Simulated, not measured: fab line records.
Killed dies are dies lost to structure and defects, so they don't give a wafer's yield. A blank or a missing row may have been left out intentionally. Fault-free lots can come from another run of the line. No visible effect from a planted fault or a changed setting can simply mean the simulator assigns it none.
Which tool did it? || flow n5Finfet || 27 wafers from 11 lots sampled at 3 of the route's 1938 steps

WHAT THE GAUGES READ, wafer by wafer
N5_BEOL_M9_OVL_MEAS_29.
{"lot": "L530", "measured": "day 14 02:02", "on": "overlay-02", "V8_OVL (nm)": "0.4 0.5 0.1"}
{"lot": "L529", "measured": "day 14 09:01", "on": "overlay-01", "V8_OVL (nm)": "-0.4 0.2 -0.7"}
{"lot": "L535", "measured": "day 15 03:03", "on": "overlay-02", "V8_OVL (nm)": "0.1 0.0 -0.4"}
{"lot": "L534", "measured": "day 15 12:31", "on": "overlay-01", "V8_OVL (nm)": "-0.7 -0.5"}
{"lot": "L537", "measured": "day 15 13:46", "on": "overlay-01", "V8_OVL (nm)": "0.9 -0.2 0.5"}
{"lot": "L539", "measured": "day 15 22:05", "on": "overlay-02", "V8_OVL (nm)": "-0.8 -0.9"}
{"lot": "L545", "measured": "day 17 03:36", "on": "overlay-02", "V8_OVL (nm)": "-1.0 -1.3"}
{"lot": "L542", "measured": "day 17 12:59", "on": "overlay-02", "V8_OVL (nm)": "-0.1 0.2"}
{"lot": "L544", "measured": "day 17 16:46", "on": "overlay-02", "V8_OVL (nm)": "-0.6 0.1"}
{"lot": "L549", "measured": "day 18 23:26", "on": "overlay-02", "V8_OVL (nm)": "5.7 5.1"}
{"lot": "L550", "measured": "day 19 01:43", "on": "overlay-02", "V8_OVL (nm)": "0.5 0.0 -0.1"}

TOOL THAT RAN EACH LOT (tool first, then ch and the chambers of the sampled wafers, then the start)
{"lot": "L530", "N5_BEOL_M9_HM_OPEN_17": "rieMetal-01 ch 0,1, day 14 01:03", "N5_BEOL_M9_EXPOSE_25": "euvScanner-02 ch 0, day 14 01:52"}
{"lot": "L529", "N5_BEOL_M9_HM_OPEN_17": "rieMetal-01 ch 0,1, day 14 07:28", "N5_BEOL_M9_EXPOSE_25": "euvScanner-02 ch 0, day 14 08:52"}
{"lot": "L535", "N5_BEOL_M9_HM_OPEN_17": "rieMetal-01 ch 0,1, day 15 02:16", "N5_BEOL_M9_EXPOSE_25": "euvScanner-01 ch 0, day 15 02:53"}
{"lot": "L534", "N5_BEOL_M9_HM_OPEN_17": "rieMetal-01 ch 0,1, day 15 11:45", "N5_BEOL_M9_EXPOSE_25": "euvScanner-02 ch 0, day 15 12:22"}
{"lot": "L537", "N5_BEOL_M9_HM_OPEN_17": "rieMetal-03 ch 0,1, day 15 12:10", "N5_BEOL_M9_EXPOSE_25": "euvScanner-01 ch 0, day 15 13:36"}
{"lot": "L539", "N5_BEOL_M9_HM_OPEN_17": "rieMetal-02 ch 0, day 15 19:00", "N5_BEOL_M9_EXPOSE_25": "euvScanner-01 ch 0, day 15 21:55"}
{"lot": "L545", "N5_BEOL_M9_HM_OPEN_17": "rieMetal-01 ch 0,1, day 17 02:49", "N5_BEOL_M9_EXPOSE_25": "euvScanner-01 ch 0, day 17 03:27"}
{"lot": "L542", "N5_BEOL_M9_HM_OPEN_17": "rieMetal-02 ch 0,1, day 17 12:26", "N5_BEOL_M9_EXPOSE_25": "euvScanner-01 ch 0, day 17 12:50"}
{"lot": "L544", "N5_BEOL_M9_HM_OPEN_17": "rieMetal-03 ch 1, day 17 15:55", "N5_BEOL_M9_EXPOSE_25": "euvScanner-01 ch 0, day 17 16:37"}
{"lot": "L549", "N5_BEOL_M9_HM_OPEN_17": "rieMetal-01 ch 0, day 18 22:50", "N5_BEOL_M9_EXPOSE_25": "euvScanner-01 ch 0, day 18 23:16"}
{"lot": "L550", "N5_BEOL_M9_HM_OPEN_17": "rieMetal-03 ch 0,1, day 19 01:05", "N5_BEOL_M9_EXPOSE_25": "euvScanner-02 ch 0, day 19 01:33"}
- N5_BEOL_M9_HM_OPEN_17: chemistry Cl2/BCl3, target TiN, target depth 20 nm, overetch 6 nm.
- N5_BEOL_M9_EXPOSE_25: exposes mask V8.

WHAT THE TOOLS THEMSELVES READ (means of the sampled wafers that have a number; where no wafer has one, the mark that the record gives instead)
N5_BEOL_M9_HM_OPEN_17.
{"lot": "L530", "tool": "rieMetal-01", "drypumpMotorCurrentA (A)": 6.4, "oesProductAu (a.u.)": 0.64, "throttleValvePct (%)": 21.7}
{"lot": "L529", "tool": "rieMetal-01", "drypumpMotorCurrentA (A)": 6.3, "oesProductAu (a.u.)": 0.60, "throttleValvePct (%)": 21.9}
{"lot": "L535", "tool": "rieMetal-01", "drypumpMotorCurrentA (A)": 6.3, "oesProductAu (a.u.)": 0.60, "throttleValvePct (%)": 21.9}
{"lot": "L534", "tool": "rieMetal-01", "drypumpMotorCurrentA (A)": 6.3, "oesProductAu (a.u.)": 0.60, "throttleValvePct (%)": 21.8}
{"lot": "L537", "tool": "rieMetal-03", "drypumpMotorCurrentA (A)": 6.0, "oesProductAu (a.u.)": 0.70, "throttleValvePct (%)": 22.0}
{"lot": "L539", "tool": "rieMetal-02", "drypumpMotorCurrentA (A)": 5.4, "oesProductAu (a.u.)": 0.62, "throttleValvePct (%)": 22.1}
{"lot": "L545", "tool": "rieMetal-01", "drypumpMotorCurrentA (A)": 6.3, "oesProductAu (a.u.)": 0.61, "throttleValvePct (%)": 21.8}
{"lot": "L542", "tool": "rieMetal-02", "drypumpMotorCurrentA (A)": 5.5, "oesProductAu (a.u.)": 0.70, "throttleValvePct (%)": 22.4}
{"lot": "L544", "tool": "rieMetal-03", "drypumpMotorCurrentA (A)": 6.5, "oesProductAu (a.u.)": 0.76, "throttleValvePct (%)": 21.7}
{"lot": "L549", "tool": "rieMetal-01", "drypumpMotorCurrentA (A)": 6.4, "oesProductAu (a.u.)": 0.64, "throttleValvePct (%)": 21.5}
{"lot": "L550", "tool": "rieMetal-03", "drypumpMotorCurrentA (A)": 6.2, "oesProductAu (a.u.)": 0.72, "throttleValvePct (%)": 21.8}

N5_BEOL_M9_EXPOSE_25.
{"lot": "L530", "tool": "euvScanner-02", "reticleTempC (C)": 22.97, "stageMsdNm (nm)": 0.868}
{"lot": "L529", "tool": "euvScanner-02", "reticleTempC (C)": 23.00, "stageMsdNm (nm)": 0.868}
{"lot": "L535", "tool": "euvScanner-01", "reticleTempC (C)": 22.91, "stageMsdNm (nm)": 0.821}
{"lot": "L534", "tool": "euvScanner-02", "reticleTempC (C)": 22.98, "stageMsdNm (nm)": 0.861}
{"lot": "L537", "tool": "euvScanner-01", "reticleTempC (C)": 22.86, "stageMsdNm (nm)": 0.818}
{"lot": "L539", "tool": "euvScanner-01", "reticleTempC (C)": 22.98, "stageMsdNm (nm)": 0.819}
{"lot": "L545", "tool": "euvScanner-01", "reticleTempC (C)": 22.89, "stageMsdNm (nm)": 0.815}
{"lot": "L542", "tool": "euvScanner-01", "reticleTempC (C)": 22.98, "stageMsdNm (nm)": 0.814}
{"lot": "L544", "tool": "euvScanner-01", "reticleTempC (C)": 23.04, "stageMsdNm (nm)": 0.812}
{"lot": "L549", "tool": "euvScanner-01", "reticleTempC (C)": 22.98, "stageMsdNm (nm)": 0.804}
{"lot": "L550", "tool": "euvScanner-02", "reticleTempC (C)": 23.04, "stageMsdNm (nm)": 0.866}

THE ANSWER, worked out from the rows above alone
Rule: usual is defined by the lots themselves. The widest of any qualifying gaps counts: lots, ordered by their means at a reading, are off when they make up no more than a third of the lots, leave a main group of 4 or more, and stand apart from it by 3 or more times the standard deviation of that group's means. A main group is skipped when, at the precision printed for the reading in the tables above, its means are all equal. Also off: a lot with no number at a reading for which 4 or more lots have one. Where the step has rows for the other lots, those lots are counted as sound. Order of review: gauges by route order, followed by the tools' own readings, for which a lot's mean as printed above is used. The first step at which some lot is off is used, and at that step the reading that is off furthest; a lot without a number counts as furthest.
Off: at N5_BEOL_M9_OVL_MEAS_29 (V8_OVL), L549. Main group: mean -0.2 nm, sd 0.48.
A tool fits if, at a process step before that reading, it ran every lot that is off, and no sound lot after the first of them. The gauges at N5_BEOL_M9_OVL_MEAS_29 are tried like those tools. 2 tools fit, rieMetal-01 at N5_BEOL_M9_HM_OPEN_17 and euvScanner-01 at N5_BEOL_M9_EXPOSE_25, so this cannot tell which one it is.

WHAT HAD BEEN PUT IN BY THE SIMULATOR
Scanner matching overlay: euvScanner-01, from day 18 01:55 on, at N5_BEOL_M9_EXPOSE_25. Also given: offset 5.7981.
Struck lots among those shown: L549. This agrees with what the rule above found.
